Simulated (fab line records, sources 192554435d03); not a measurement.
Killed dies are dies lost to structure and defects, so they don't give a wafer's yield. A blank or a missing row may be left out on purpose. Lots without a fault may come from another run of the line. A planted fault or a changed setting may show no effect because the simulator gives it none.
Split-lot experiment | flow n5_finfet | 7 lots, 21 wafers read, on a route of 1938 steps

THE SPLIT
At N5_HKMG_FIN_COAT_85 (time 60 s, resist thk 300 nm), the setting spin_rpm was moved away from the recipe's 1500 rpm on 4 of the 21 wafers read, by -3.7% to +9.3%. The other wafers ran this setting at the recipe's value.

The reading is taken at the split's own step.

THE READING
SOC_of_HKMG_FIN_COAT_85.thk_nm (the simulator's own value, which no gauge read), in nm, at N5_HKMG_FIN_COAT_85 (time 60 s, resist thk 300 nm). The file gives no usual value for it. The 17 wafers here that ran the recipe average 300.0 nm, standard deviation 1.5 nm.

wafer  | tool, chamber at the split | spin_rpm as run, rpm | against the recipe | SOC_of_HKMG_FIN_COAT_85.thk_nm, nm | against lot-mates on the recipe
L074.1 | litho_track-03, 0          | 1444                 | -3.7%              | 304.2                              | +6.0
L074.2 | litho_track-03, 0          | 1500                 | recipe             | 298.2                              | -
L074.4 | litho_track-03, 0          | 1444                 | -3.7%              | 303.6                              | +5.4
L075.4 | litho_track-03, 0          | 1500                 | recipe             | 298.6                              | -
L075.5 | litho_track-03, 0          | 1500                 | recipe             | 298.6                              | -
L075.6 | litho_track-03, 0          | 1500                 | recipe             | 298                                | -
L078.1 | litho_track-03, 0          | 1447                 | -3.5%              | 303.8                              | +4.8
L078.3 | litho_track-03, 0          | 1500                 | recipe             | 299.4                              | -
L078.6 | litho_track-03, 0          | 1500                 | recipe             | 298.6                              | -
L081.3 | litho_track-03, 0          | 1500                 | recipe             | 299.6                              | -
L081.4 | litho_track-03, 0          | 1500                 | recipe             | 299.4                              | -
L081.5 | litho_track-03, 0          | 1500                 | recipe             | 298.8                              | -
L089.2 | litho_track-01, 0          | 1500                 | recipe             | 301.2                              | -
L089.5 | litho_track-01, 0          | 1500                 | recipe             | 300.6                              | -
L089.6 | litho_track-01, 0          | 1500                 | recipe             | 301.4                              | -
L090.1 | litho_track-01, 0          | 1500                 | recipe             | 302.6                              | -
L090.2 | litho_track-01, 0          | 1500                 | recipe             | 302.6                              | -
L090.4 | litho_track-01, 0          | 1500                 | recipe             | 302.2                              | -
L091.1 | litho_track-01, 0          | 1500                 | recipe             | 300.2                              | -
L091.3 | litho_track-01, 0          | 1500                 | recipe             | 299.8                              | -
L091.5 | litho_track-01, 0          | 1639                 | +9.3%              | 288.2                              | -11.8

THE FIT
A straight line over all 21 wafers: SOC_of_HKMG_FIN_COAT_85.thk_nm changes by -1.2 nm for each +1% of spin_rpm; r = -0.91; the points scatter about the line by 1.4 nm.
The same after taking each lot's own level away (the mean of its wafers on the recipe; 21 wafers): -1.34 nm for each +1%; r = -0.99; scatter 0.38 nm.
On that fit, the largest move of spin_rpm shifts the reading by 12 nm.
The lots' own levels span 298.20 to 302.47 nm, that is 2.9 times the standard deviation above.
So the lot-to-lot level changes the slope little: the two slopes agree.
Check: with one of the wafers moved furthest among these (+9.3%) left out of the fit, the line predicts -13.7 nm for it against its lot-mates. It came out at -11.8 nm against them.

OTHER SPLITS ON THESE WAFERS
These wafers also went through other splits before the reading. Each is held against what the fit with the lots' levels taken away leaves over:
other split on the same wafers                    | wafers away from the commonest value | r with SOC_of_HKMG_FIN_COAT_85.thk_nm (lot level and that fit taken away)
N5_WELL_APT_EXPOSE_05 dose_mj                     | 9                                    | +0.04
N5_WELL_APT_PEB_06 peb_temp_c                     | 7                                    | +0.25
N5_PMOS_HMC_CHANNEL_EPI_DEVELOP_08 develop_time_s | 2                                    | -0.04
N5_FIN_SAQP_SPACER1_ALD_24 ald_cycles             | 6                                    | -0.04
N5_SD_EPI_N_ETCH_35 time_s                        | 9                                    | -0.19
N5_SD_EPI_P_ETCH_16 target_depth_a                | 7                                    | +0.33
N5_SD_EPI_P_EPI_21 time_s                         | 11                                   | +0.14
N5_SDB_ALD_29 ald_cycles                          | 6                                    | -0.20

THE FILE'S OWN FIT
SOC_of_HKMG_FIN_COAT_85.thk_nm changes by -1.31 nm for each +1% of spin_rpm, r = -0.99.
